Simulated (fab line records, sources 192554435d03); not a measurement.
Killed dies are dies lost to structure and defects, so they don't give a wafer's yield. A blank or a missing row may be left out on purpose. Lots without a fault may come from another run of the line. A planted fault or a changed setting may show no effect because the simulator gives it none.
A struck lot beside a sound one | flow n5_finfet | 37 steps out of a route of 1938
Sound: wafers L762.2, L762.3, L762.5. Struck: wafers L748.2, L748.5, L748.6. The cause comes at the end.
At each step with rows: each side's tool, then ch and its chambers, then its first start. Under that, the readings that differ: sound wafers | struck wafers | difference of the means | sigmas: that difference in standard deviations of wafers without a fault.
alike: readings whose means differ by less than 2 such deviations, and words and numbers that are the same on both sides. not compared: withheld readings, readings that some wafer has no value for, bounds like >300 that may hide the same value, and numbers for which the record gives no deviation and whose values overlap.
The two part at a step that has a row with sigmas, a row that says differs or no value, or rows on one side only. Numbers that don't overlap but have no deviation are shown without sigmas and don't part them. A reading that every wafer of one side lacks parts them only if that side has two wafers or more.

first, 12 steps without rows for these wafers: N5_GATE_CUT_ETCH_36 (etches SiARC in CF4, target depth 13 nm, time 21.7 s); N5_GATE_CUT_ETCH_37 (etches SOC in N2/H2, target depth 60 nm, overetch 12 nm, time 90 s); N5_GATE_CUT_STRIP_38 (strips in N2/H2); N5_GATE_CUT_STRIP_39 (strips in N2/H2); N5_GATE_CUT_HM_OPEN_40 (chemistry C4F6/O2, target SiO2, target depth 139 nm, time 85.1 s); N5_GATE_CUT_STRIP_41 (strips in CF4); N5_GATE_CUT_STRIP_42 (strips in O2); N5_GATE_CUT_ETCH_19 (etches SiNx in CH3F/O2, target depth 53.7 nm, time 76.7 s); N5_GATE_CUT_CUT_ETCH_53 (etches W in SF6/Cl2, target depth 79.2 nm); N5_GATE_CUT_CUT_ETCH_54 (etches TiN in Cl2/BCl3, target depth 96.7 nm); N5_GATE_CUT_CUT_ETCH_55 (etches HfO2 in BCl3, target depth 3.2 nm); N5_GATE_CUT_ETCH_47 (etches SiO2 in Cl2/BCl3, target depth 10 nm).
N5_GATE_CUT_VAPOR_ETCH_48: etches TiN in BCl3/Cl2.
  sound on rie_metal-03 ch 0,1, day 10 05:30; struck on rie_metal-03 ch 0,1, day 6 07:52
  reading               | sound          | struck         | difference | sigmas
  oes_product_au (a.u.) | 0.94 0.82 0.93 | 0.62 0.61 0.85 | -0.20      | -2
  alike: drypump_motor_current_A
then, 23 steps without rows for these wafers: N5_GATE_CUT_VAPOR_ETCH_49 (etches TiAlC in BCl3/Cl2); N5_GATE_CUT_VAPOR_ETCH_51 (etches HfO2 in BCl3/Cl2); N5_GATE_CUT_STRIP_21 (strips in N2/H2, time 30 s); N5_GATE_CUT_STRIP_29 (strips in post etch residue remover, time 60 s); N5_GATE_CUT_SRD_52 (time 30 s); N5_GATE_CUT_ALD_22 (deposits SiNx, target thk 16 nm, pulse time 1 s, ald cycles 320); N5_GATE_CUT_CMP_23 (polishes, stops on SiO2, t overpolish 23.4 s, target thk 16 nm); N5_GATE_CUT_CMP_43 (polishes SiO2); N5_GATE_CUT_CMP_61 (polishes, stops on SiNx, t overpolish 3 s); N5_MOL_CONTACT_COAG_COAT_103 (time 60 s, resist thk 80 nm); N5_MOL_CONTACT_COAG_COAT_104 (time 60 s, resist thk 12 nm); N5_MOL_CONTACT_COAG_COAT_58 (time 60 s, resist thk 10 nm); N5_MOL_CONTACT_COAG_COAT_02 (resist thk 30 nm); N5_MOL_CONTACT_COAG_EBR_04; N5_MOL_CONTACT_COAG_SOFTBAKE_03 (time 60 s); N5_MOL_CONTACT_COAG_EXPOSE_05 (exposes mask CA, defocus 0 nm); N5_MOL_CONTACT_COAG_PEB_06 (peb time 60 s); N5_MOL_CONTACT_COAG_DEVELOP_07 (develop time 30 s); N5_MOL_CONTACT_COAG_DESCUM_13 (chemistry O2, time 7 s); N5_MOL_CONTACT_COAG_ETCH_59 (etches underlayer in N2/H2, target depth 13 nm, time 10.4 s); N5_MOL_CONTACT_COAG_ETCH_105 (etches SiARC in CF4, target depth 15.6 nm, time 26 s); N5_MOL_CONTACT_COAG_ETCH_106 (etches SOC in N2/H2, target depth 80 nm, overetch 16 nm, time 120 s); N5_MOL_CONTACT_COAG_STRIP_107 (strips in N2/H2).
-- the record jumps here: 10 days lie between the struck wafers' starts before and after (it left off in module MOL_CONTACT_COAG and takes up again in module PASSIVATION, whose first step shown is number 1936 of the route) --
N5_PASSIVATION_PROBE_49:
  the record has rows for the struck wafers here (prober-01, day 16 17:28) and none for the sound ones

WHERE THEY PART
First at N5_GATE_CUT_VAPOR_ETCH_48; last, within this record, at N5_PASSIVATION_PROBE_49.

WHY: what the simulator had put in
Chamber particle source: rie_metal-03, from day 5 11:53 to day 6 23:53, at N5_GATE_CUT_VAPOR_ETCH_48. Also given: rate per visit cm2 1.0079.
